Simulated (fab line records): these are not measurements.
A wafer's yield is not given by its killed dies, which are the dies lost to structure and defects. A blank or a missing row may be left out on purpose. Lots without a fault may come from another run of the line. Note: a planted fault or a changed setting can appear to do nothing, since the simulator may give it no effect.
Chamber matching    flow n5Finfet    N5_BEOL_M6_STRIP_19 on rieDiel-06 has 4 sister chambers
The step strips in O2. 4 wafers are shown with their chamber, then 7 later ones without.

WAFERS PAIRED WITH THEIR CHAMBERS
wafer   chamber  showerheadPlenumPTorr (Torr)
L082.6  1        2.05
L086.5  2        2.05
L085.3  0        2.17
L085.4  3        2.18

WAFERS MISSING THEIR CHAMBER
wafer   showerheadPlenumPTorr (Torr)
L085.5  2.17
L089.1  2.17
L089.3  2.05
L089.6  2.17
L092.1  2.04
L092.2  2.17
L092.3  2.17

EACH ONE'S CHAMBER
wafer    from the rows above       in truth
L085.5   0                         0
L089.1   0                         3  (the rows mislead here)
L089.3   can't be placed: 1 or 2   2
L089.6   0                         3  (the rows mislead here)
L092.1   can't be placed: 1 or 2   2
L092.2   0                         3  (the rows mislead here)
L092.3   0                         0
2 of 7 placed correctly. Not placeable from these rows: 2 (in 2, the candidates include the true chamber). Placed wrongly: 3.
How it was worked out, from the rows above alone: a wafer's distance from a chamber is the root of the sum, over the readings, of the square of ((its reading less the chamber's mean) divided by the reading's scatter). If the next closest chamber is less than 2 further off than the closest, the wafer can't be placed; otherwise it belongs to the closest. A chamber's mean is the mean of its shown wafers. The scatter (one wafer shown for each chamber): square how far every hidden wafer sits from the nearest shown wafer, average those squares and take the square root.
